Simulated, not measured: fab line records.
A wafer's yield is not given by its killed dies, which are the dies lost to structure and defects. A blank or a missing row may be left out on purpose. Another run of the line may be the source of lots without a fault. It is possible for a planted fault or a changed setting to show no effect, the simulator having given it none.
fab line records	flow nandHarc	part 1 of 2: steps 1 to 4 of 6
record lots=22	wafers=66	lastDay=24
route steps=1159 shown A_STAIRCASE@664 A_SGD_CUT@772
lots untouched by any fault: they come from a run of this same line in which no faults occurred
startH: hours from the record's opening day to when the first of the lot's shown wafers began	waitH: how many hours have passed since the lot's step before this one	" repeats the value in the row above	L1.1+2: a single row standing in for several wafers	- either no value or no given start	* or withheld: withheld	< > ~ a bound
route shown NAME@n: names a module that has steps shown in the file, with the first one's number in the route	usual: average and standard deviation across the fault-free wafers	same: alike in all rows	chamber/n: place in a boat	sites: readings site by site	_std_site: standard deviation of those values	_edge_site: the outer-site mean with the inner-site mean subtracted	radiusMm: how far each site lies from the wafer's centre	mask NAME#n: copy n	behind: the tool/chamber that last shaped the wafer	hold: reason for holding the lot/hours on hold/outcome of the hold	device: whichever transistor did not switch (one of n, p or np)	end of line: the same wafers' tests at the end of the route	where a step has no rows: the recipe by itself	killed: dies lost to structure and defects at the first sort, not the wafer's yield	map: a wafer's dies, marking killed ones x, the rest . and places with no die _
set.NAME: the setting as run; set.NAME@STEP: as run at that earlier step	model.NAME: the simulator's own value behind a step, which no gauge read
the route's steps for a sample of lots (tables are steps, rows are wafers)
services: when a tool's chamber went out of use (startH, in hours from the record's first day, below 0 if earlier), for how many hours, and the reason
## steps
# step NHARC_A_STAIRCASE_DESCUM_291
# recipe timeS=3	o2FlowSccm=200	arFlowSccm=0	biasPowerW=0	chemistry=O2
# usual drypumpMotorCurrentA=5.6/0.45	oesProductAu=0.999/0.009	rfVppV=57.8/0.9	showerheadPlenumPTorr=1.92/0.093	throttleValvePct=11.311/0.0093
# same biasPowerW=0
lot.wafer	tool	chamber	startH	waitH	drypumpMotorCurrentA	oesProductAu	rfHoursCounterH	rfVppV	showerheadPlenumPTorr	throttleValvePct
L074.1	rieDiel-09	1	263.90	-	4.7	0.992	0	57.9	2.00	11.314
L074.4	"	2	"	"	5.5	1.013	0	58.0	1.92	11.316
L074.6	"	3	"	"	5.7	1.001	-	56.7	1.80	11.320
L075.1	rieDiel-10	3	265.12	-	6.2	1.000	32	57.2	1.78	11.307
L075.2	"	0	"	"	5.4	0.988	33	57.6	1.92	11.325
L075.4	"	1	"	"	5.1	0.991	-	56.9	1.97	11.307
L076.1	rieDiel-09	3	266.81	-	5.7	1.009	1	57.8	1.80	11.309
L076.3	"	1	"	"	4.8	0.998	1	56.0	2.00	11.312
L076.5	"	2	"	"	5.5	1.013	-	58.5	1.92	11.310
L079.3	rieDiel-11	2	269.32	-	5.9	0.991	21	58.9	2.07	11.302
L079.5	"	3	"	"	5.5	0.990	-	58.2	1.97	11.296
L079.6	"	0	"	"	6.5	0.991	-	57.7	2.07	11.314
L078.4	rieDiel-11	3	270.87	-	5.5	0.996	20	58.3	1.97	11.310
L078.2	"	1	"	"	5.9	0.993	28	58.1	1.81	11.311
L078.5	"	3	"	"	5.5	0.990	-	57.1	1.97	11.305
L077.3	rieDiel-11	2	278.89	-	5.9	0.988	25	58.5	2.07	11.330
L077.6	"	2	"	"	5.9	0.988	-	59.1	2.07	11.300
L077.5	"	3	"	"	5.5	0.989	-	59.0	1.97	11.301
L081.2	rieDiel-10	3	289.32	-	6.2	1.004	38	58.1	1.78	11.304
L081.3	"	0	"	"	5.4	1.007	39	58.5	1.92	11.320
L081.5	"	2	"	"	5.2	1.000	-	57.7	1.87	11.322
L080.1	rieDiel-09	1	291.07	-	4.7	0.998	8	58.9	1.99	11.315
L080.3	"	0	"	"	5.5	0.993	10	58.0	1.87	11.324
L080.5	"	1	"	"	4.8	1.000	-	57.2	1.99	11.311
L082.1	rieDiel-11	3	304.94	-	5.5	0.998	33	57.9	1.97	11.323
L082.5	"	3	"	"	5.5	1.002	-	57.2	1.97	11.292
L082.4	"	0	"	"	6.5	0.984	-	59.4	2.06	11.308
L084.4	rieDiel-10	3	306.64	-	6.2	0.997	44	55.7	1.78	11.314
L084.2	"	0	"	"	5.3	1.012	44	59.7	1.92	11.324
L084.6	"	3	"	"	6.2	1.000	-	56.9	1.78	11.295
L083.4	rieDiel-11	2	308.35	-	5.9	0.992	33	58.0	2.07	11.325
L083.2	"	0	"	"	6.5	0.995	42	58.7	2.06	11.302
L083.6	"	3	"	"	5.5	0.996	-	58.5	1.97	11.310
L087.1	rieDiel-11	1	333.10	-	5.9	0.992	48	58.1	1.80	11.313
L087.2	"	2	"	"	5.9	0.991	41	57.5	2.06	11.316
L087.4	"	0	"	"	6.5	0.987	53	58.9	2.06	11.295
L085.4	rieDiel-10	0	334.08	-	5.3	1.006	-	58.3	1.91	11.304
L085.5	"	1	"	"	5.1	1.009	-	58.2	1.97	11.309
L085.6	"	3	"	"	6.1	0.990	-	56.1	1.78	11.297
L086.2	rieDiel-10	3	335.80	-	6.2	0.994	56	57.0	1.78	11.326
L086.4	"	0	"	"	5.3	1.006	57	56.7	1.91	11.314
L086.6	"	2	"	"	5.2	1.000	-	57.8	1.87	11.319
L089.1	rieDiel-10	1	343.36	-	5.1	1.004	55	57.7	1.97	11.293
L089.4	"	2	"	"	5.3	1.002	57	57.6	1.86	11.301
L089.5	"	3	"	"	6.2	0.995	-	56.6	1.78	11.300
L088.1	rieDiel-10	3	345.25	-	6.2	0.998	60	56.4	1.78	11.322
L088.6	"	3	"	"	6.2	0.993	-	55.7	1.77	11.327
L088.5	"	0	"	"	5.4	0.996	-	57.9	1.91	11.314
L091.1	rieDiel-09	3	348.12	-	5.7	1.011	32	56.4	1.79	11.319
L091.3	"	0	"	"	5.4	0.987	30	56.7	1.87	11.320
L091.2	"	2	"	"	5.5	1.009	31	59.1	1.91	11.319
L090.3	rieDiel-10	0	348.60	-	5.3	0.999	62	58.6	1.91	11.308
L090.4	"	3	"	"	6.2	1.000	62	57.9	1.77	11.306
L090.6	"	0	"	"	5.3	1.000	-	56.2	1.91	11.320
L093.2	rieDiel-09	1	367.29	-	4.7	0.996	39	57.7	1.98	11.321
L093.3	"	2	"	"	5.5	1.002	40	57.9	1.90	11.312
L093.5	"	0	"	"	5.5	0.991	-	58.3	1.86	11.312
L095.2	rieDiel-09	0	372.87	-	5.5	0.991	42	57.9	1.86	11.295
L095.5	"	0	"	"	5.5	1.001	-	57.6	1.86	11.319
L095.6	"	2	"	"	5.5	1.003	-	58.2	1.90	11.294
L094.1	rieDiel-10	1	375.09	-	5.1	1.024	3	57.5	1.96	11.309
L094.4	"	3	"	"	6.2	1.001	3	59.1	2.08	11.315
L094.6	"	1	"	"	5.1	1.016	-	58.7	1.96	11.310
L097.4	rieDiel-09	3	397.09	-	5.7	1.004	38	57.7	1.79	11.325
L097.1	"	0	"	"	5.4	0.993	52	58.2	1.86	11.327
L097.2	"	2	"	"	5.5	1.008	52	57.4	1.90	11.317
# step NHARC_A_STAIRCASE_HM_DEP_462
# recipe targetThkA=8000	tempC=400	material=aC
# usual throttleValvePct=34.999/0.0093
lot.wafer	tool	chamber	startH	waitH	throttleValvePct
L074.1	aclDep-02	0	267.91	1.7	34.980
L074.4	"	0	"	"	34.996
L074.6	"	0	"	"	34.992
L075.1	aclDep-02	0	269.79	2.4	35.011
L075.2	"	0	"	"	35.008
L075.4	"	0	"	"	35.014
L076.1	aclDep-03	0	272.13	2.8	35.002
L076.3	"	0	"	"	34.993
L076.5	"	0	"	"	34.996
L079.3	aclDep-01	0	274.97	3.5	35.029
L079.5	"	0	"	"	35.001
L079.6	"	0	"	"	34.997
L078.2	aclDep-02	0	275.09	1.7	35.003
L078.4	"	0	"	"	34.991
L078.5	"	0	"	"	34.992
L077.3	aclDep-02	0	282.31	0.7	34.985
L077.5	"	0	"	"	35.000
L077.6	"	0	"	"	35.004
L081.2	aclDep-03	0	294.94	3.1	34.994
L081.3	"	0	"	"	35.002
L081.5	"	0	"	"	35.005
L080.1	aclDep-03	0	298.66	4.8	34.996
L080.3	"	0	"	"	35.003
L080.5	"	0	"	"	34.992
L082.1	aclDep-03	0	309.82	2.4	35.035
L082.4	"	0	"	"	35.003
L082.5	"	0	"	"	35.001
L084.2	aclDep-03	0	312.00	2.7	35.006
L084.4	"	0	"	"	34.995
L084.6	"	0	"	"	35.009
L083.2	aclDep-01	0	312.68	2.1	34.988
L083.4	"	0	"	"	34.998
L083.6	"	0	"	"	34.990
L087.1	aclDep-03	0	336.54	1.1	35.003
L087.2	"	0	"	"	35.000
L087.4	"	0	"	"	35.011
L085.4	aclDep-01	0	337.83	1.6	34.989
L085.5	"	0	"	"	35.006
L085.6	"	0	"	"	34.991
L086.2	aclDep-02	0	338.35	0.4	35.001
L086.4	"	0	"	"	34.996
L086.6	"	0	"	"	34.979
L089.1	aclDep-03	0	345.73	0.1	35.006
L089.4	"	0	"	"	34.995
L089.5	"	0	"	"	35.003
L088.1	aclDep-02	0	347.59	0.1	35.004
L088.5	"	0	348.81	1.4	35.000
L088.6	"	0	"	"	34.995
L091.1	aclDep-03	0	354.48	4.1	35.015
L091.2	"	0	"	"	35.015
L091.3	"	0	"	"	34.982
L090.3	aclDep-01	0	355.29	4.3	34.999
L090.4	"	0	"	"	34.990
L090.6	"	0	"	"	34.993
L093.2	aclDep-01	0	370.52	0.4	34.998
L093.3	"	0	"	"	34.992
L093.5	"	0	"	"	34.988
L095.2	aclDep-03	0	376.02	0.4	35.012
L095.5	"	0	"	"	34.995
L095.6	"	0	"	"	35.001
L094.1	aclDep-01	0	377.35	0.1	35.006
L094.4	"	0	"	"	34.989
L094.6	"	0	"	"	35.001
L097.1	aclDep-02	0	399.52	0.1	34.994
L097.2	"	0	"	"	34.999
L097.4	"	0	"	"	34.993
# step NHARC_A_STAIRCASE_ETCH_313
# recipe cf4FlowSccm=100	chf3FlowSccm=30	arFlowSccm=0	rfW=500	biasW=200	chemistry=CF4/CHF3
# usual drypumpMotorCurrentA=5.5/0.46	oesProductAu=0.937/0.02	rfVppV=370.6/2.3	showerheadPlenumPTorr=1.58/0.067	throttleValvePct=16.801/0.0091
lot.wafer	tool	chamber	startH	waitH	drypumpMotorCurrentA	oesProductAu	rfHoursCounterH	rfVppV	showerheadPlenumPTorr	throttleValvePct
L074.4	rieDiel-09	1	270.89	0.1	4.8	0.933	2	373.3	1.64	16.791
L074.1	"	3	"	"	5.7	0.939	3	368.8	1.48	16.812
L074.6	"	0	"	"	5.5	0.941	-	369.4	1.54	16.812
L075.4	rieDiel-10	1	272.86	0.1	5.1	0.921	34	371.3	1.62	16.800
L075.1	"	3	"	"	6.1	0.926	34	366.2	1.47	16.799
L075.2	"	0	"	"	5.3	0.930	35	369.4	1.58	16.801
L076.1	rieDiel-10	3	275.07	0.1	6.2	0.971	35	367.3	1.47	16.808
L076.3	"	2	"	"	5.3	0.959	33	371.0	1.54	16.794
L076.5	"	0	"	"	5.3	0.987	-	370.4	1.58	16.806
L079.3	rieDiel-10	3	277.28	0.1	6.2	0.966	35	367.1	1.47	16.809
L079.6	"	0	"	"	5.3	0.973	-	371.9	1.58	16.790
L079.5	"	1	"	"	5.1	0.980	-	372.2	1.62	16.803
L078.2	rieDiel-11	3	279.03	0.2	5.5	0.929	24	371.3	1.62	16.788
L078.4	"	2	"	"	5.9	0.919	25	373.4	1.69	16.807
L078.5	"	0	"	"	6.5	0.912	-	374.9	1.69	16.798
L077.3	rieDiel-09	3	284.67	0.1	5.7	0.989	8	366.2	1.48	16.785
L077.5	"	0	"	"	5.4	0.980	-	369.1	1.54	16.787
L077.6	"	1	"	"	4.8	0.959	-	372.5	1.64	16.787
L081.3	rieDiel-09	1	297.60	0.1	4.7	0.924	12	374.2	1.64	16.803
L081.2	"	2	"	"	5.5	0.947	13	371.7	1.57	16.797
L081.5	"	1	"	"	4.7	0.920	-	372.9	1.64	16.803
L080.1	rieDiel-11	0	301.83	0.1	6.5	0.924	40	375.1	1.69	16.789
L080.3	"	2	"	"	5.9	0.913	31	373.0	1.69	16.800
L080.5	"	1	"	"	6.0	0.914	-	368.7	1.49	16.824
L082.1	rieDiel-10	2	312.67	0.1	5.3	0.926	43	370.0	1.54	16.801
L082.4	"	3	"	"	6.2	0.926	45	367.7	1.47	16.791
L082.5	"	3	"	"	6.1	0.921	-	365.8	1.47	16.794
L084.2	rieDiel-10	3	314.64	0.1	6.2	0.928	45	367.2	1.47	16.802
L084.4	"	1	"	"	5.1	0.928	46	372.2	1.62	16.808
L084.6	"	0	"	"	5.3	0.929	-	370.1	1.58	16.807
L083.4	rieDiel-09	2	316.57	1.4	5.5	0.947	17	370.3	1.57	16.798
L083.2	"	3	"	"	5.7	0.949	19	366.5	1.48	16.803
L083.6	"	3	"	"	5.7	0.944	-	367.9	1.48	16.804
L087.4	rieDiel-10	0	339.48	0.1	5.3	0.929	58	370.0	1.57	16.799
L087.1	"	1	"	"	5.1	0.923	54	373.0	1.61	16.795
L087.2	"	2	"	"	5.2	0.928	56	368.4	1.54	16.803
L085.4	rieDiel-09	3	339.85	0.1	5.7	0.937	29	367.9	1.48	16.808
L085.5	"	0	"	"	5.5	0.921	-	368.6	1.54	16.788
L085.6	"	1	"	"	4.7	0.927	-	374.4	1.63	16.791
L086.2	rieDiel-09	3	341.13	0.1	5.6	0.942	29	366.3	1.48	16.797
L086.4	"	0	"	"	5.4	0.919	28	369.8	1.54	16.821
L086.6	"	2	"	"	5.5	0.936	-	371.0	1.57	16.809
L089.1	rieDiel-11	3	348.68	0.1	5.5	0.933	49	372.4	1.61	16.796
L089.4	"	0	"	"	6.5	0.903	58	374.2	1.68	16.799
L089.5	"	0	"	"	6.5	0.908	-	374.6	1.68	16.806
L088.1	rieDiel-11	3	350.54	0.1	5.5	0.928	49	372.1	1.61	16.793
L088.5	"	2	"	"	5.9	0.900	-	374.1	1.69	16.797
L088.6	"	3	"	"	5.5	0.936	-	372.8	1.61	16.803
L091.2	rieDiel-09	2	357.32	0.1	5.5	0.933	35	370.3	1.57	16.805
L091.3	"	0	"	"	5.5	0.912	35	368.1	1.54	16.796
L091.1	"	1	"	"	4.7	0.929	35	370.5	1.63	16.812
L090.3	rieDiel-09	3	357.75	0.1	5.7	0.975	36	366.5	1.48	16.802
L090.4	"	0	"	"	5.5	0.938	35	368.8	1.54	16.808
L090.6	"	2	"	"	5.5	0.971	-	371.0	1.57	16.800
L093.3	rieDiel-09	2	373.10	0.1	5.5	0.935	42	370.6	1.57	16.795
L093.2	"	0	"	"	5.4	0.919	42	369.4	1.53	16.807
L093.5	"	2	"	"	5.5	0.931	-	370.7	1.57	16.814
L095.2	rieDiel-11	3	379.39	0.1	5.5	0.967	3	371.0	1.61	16.806
L095.6	"	1	"	"	5.9	0.944	-	367.4	1.49	16.804
L095.5	"	2	"	"	5.9	0.956	-	373.6	1.68	16.803
L094.1	rieDiel-09	1	380.39	0.2	4.8	0.942	44	372.7	1.63	16.799
L094.4	"	1	"	"	4.8	0.932	-	373.6	1.63	16.806
L094.6	"	2	"	"	5.5	0.941	-	370.3	1.56	16.793
L097.4	rieDiel-11	3	402.46	0.1	5.5	0.928	10	372.0	1.61	16.792
L097.2	"	0	"	"	6.5	0.918	11	373.0	1.68	16.794
L097.1	"	2	"	"	5.9	0.918	10	374.2	1.68	16.795
# step NHARC_A_STAIRCASE_STRIP_475
# recipe timeS=20	o2FlowSccm=500	arFlowSccm=0	biasW=0	chemistry=O2
# usual drypumpMotorCurrentA=5.6/0.47	oesProductAu=1.001/0.011	rfVppV=57.7/0.88	showerheadPlenumPTorr=3.56/0.16	throttleValvePct=17.035/0.0092
lot.wafer	tool	chamber	startH	waitH	drypumpMotorCurrentA	oesProductAu	rfHoursCounterH	rfVppV	showerheadPlenumPTorr	throttleValvePct
L076.1	rieDiel-10	1	-	-	5.1	1.000	49	57.7	3.62	17.040
L076.3	"	2	"	"	5.3	0.990	47	57.0	3.45	17.028
L076.5	"	0	"	"	5.3	1.003	-	56.2	3.53	17.053
L074.4	rieDiel-11	2	-	-	5.9	0.991	37	57.7	3.79	17.032
L074.1	"	3	"	"	5.5	0.995	39	56.3	3.62	17.030
L074.6	"	1	"	"	6.0	0.988	-	56.4	3.34	17.054
L075.2	rieDiel-10	1	-	-	5.1	1.001	49	57.8	3.62	17.029
L075.1	"	2	"	"	5.2	1.010	48	57.7	3.45	17.037
L075.4	"	3	"	"	6.2	0.996	49	57.1	3.30	17.023
L079.3	rieDiel-10	0	324.11	0.2	5.4	0.997	51	58.4	3.53	17.034
L079.6	"	2	"	"	5.3	0.996	-	56.9	3.45	17.056
L079.5	"	3	"	"	6.1	1.012	-	56.7	3.30	17.034
L078.4	rieDiel-09	2	-	-	5.5	1.013	20	58.8	3.52	17.036
L078.2	"	0	"	"	5.4	0.998	23	58.3	3.45	17.039
L078.5	"	3	"	"	5.7	1.014	-	58.1	3.32	17.035
L077.3	rieDiel-11	1	-	-	5.9	0.996	48	59.2	3.34	17.043
L077.6	"	3	"	"	5.5	0.995	-	58.6	3.61	17.051
L077.5	"	0	"	"	6.5	0.979	-	59.4	3.78	17.027
L081.3	rieDiel-09	0	-	-	5.4	0.991	30	57.3	3.45	17.047
L081.2	"	1	"	"	4.7	0.999	29	58.1	3.66	17.045
L081.5	"	0	"	"	5.5	0.999	-	58.5	3.45	17.029
L080.3	rieDiel-09	3	-	-	5.7	1.005	32	56.6	3.32	17.049
L080.1	"	1	"	"	4.8	0.992	29	57.8	3.66	17.056
L080.5	"	3	"	"	5.7	1.000	-	59.2	3.32	17.036
L083.2	rieDiel-11	3	-	-	5.5	1.001	54	58.5	3.61	17.028
L083.4	"	1	"	"	5.9	0.993	60	56.9	3.34	17.032
L083.6	"	3	"	"	5.5	0.996	-	57.7	3.61	17.024
L082.1	rieDiel-11	3	-	-	5.5	1.000	56	58.5	3.61	17.041
L082.4	"	0	"	"	6.5	0.979	63	58.1	3.77	17.015
L082.5	"	3	"	"	5.5	1.006	-	58.8	3.61	17.041
L084.2	rieDiel-11	1	-	-	5.9	1.010	61	57.3	3.33	17.042
L084.4	"	2	"	"	5.9	0.970	57	58.0	3.77	17.041
L084.6	"	3	"	"	5.5	1.018	-	58.0	3.61	17.036
L085.4	rieDiel-11	2	-	-	5.9	1.000	3	59.3	3.77	17.035
L085.5	"	1	"	"	5.9	1.003	-	56.9	3.33	17.030
L085.6	"	2	"	"	5.9	0.998	-	58.5	3.77	17.034
L087.1	rieDiel-10	2	-	-	5.3	1.007	6	57.4	3.44	17.026
L087.2	"	0	"	"	5.3	1.004	7	57.1	3.52	17.023
L087.4	"	1	"	"	5.1	1.009	7	58.7	3.61	17.043
L086.2	rieDiel-11	0	-	-	6.5	0.984	4	58.4	3.77	17.038
L086.4	"	1	"	"	6.0	0.996	3	58.4	3.33	17.035
L086.6	"	3	"	"	5.5	1.007	-	56.8	3.60	17.023
L088.1	rieDiel-09	0	392.14	0.2	5.5	0.996	50	58.2	3.44	17.039
L088.6	"	2	"	"	5.5	1.011	-	57.2	3.51	17.038
L088.5	"	0	"	"	5.5	0.996	-	58.5	3.44	17.040
L089.4	rieDiel-10	2	-	-	5.3	1.024	9	57.2	3.44	17.042
L089.1	"	3	"	"	6.2	1.009	11	59.7	3.80	17.025
L089.5	"	0	"	"	5.3	1.022	-	57.2	3.52	17.042
L090.4	rieDiel-10	0	-	-	5.4	1.017	15	57.6	3.51	17.030
L090.3	"	1	"	"	5.1	1.014	14	58.7	3.61	17.041
L090.6	"	0	"	"	5.3	1.015	-	56.4	3.51	17.037
L091.1	rieDiel-11	0	403.83	0.2	6.5	0.991	11	58.9	3.76	17.043
L091.3	"	1	"	"	5.9	0.985	10	56.3	3.33	17.018
L091.2	"	2	"	"	6.0	1.002	10	59.8	3.77	17.026
L094.1	rieDiel-09	3	423.17	0.2	5.7	1.017	50	56.9	3.31	17.023
L094.6	"	2	"	"	5.5	1.006	-	57.6	3.50	17.025
L094.4	"	3	"	"	5.7	1.018	-	58.1	3.31	17.022
L095.2	rieDiel-10	0	-	-	5.4	1.009	24	57.1	3.51	17.032
L095.6	"	1	"	"	5.1	1.017	-	57.7	3.60	17.044
L095.5	"	2	"	"	5.3	1.016	-	56.6	3.43	17.041
L093.3	rieDiel-11	0	-	-	6.5	0.986	16	58.4	3.76	17.034
L093.2	"	1	"	"	5.9	0.994	16	57.1	3.33	17.044
L093.5	"	0	"	"	6.5	0.997	-	57.9	3.76	17.030
L097.4	rieDiel-09	3	-	-	5.7	1.005	2	57.7	3.30	17.012
L097.1	"	1	"	"	4.8	0.991	4	59.7	3.63	17.037
L097.2	"	2	"	"	5.5	1.005	2	56.6	3.50	17.024
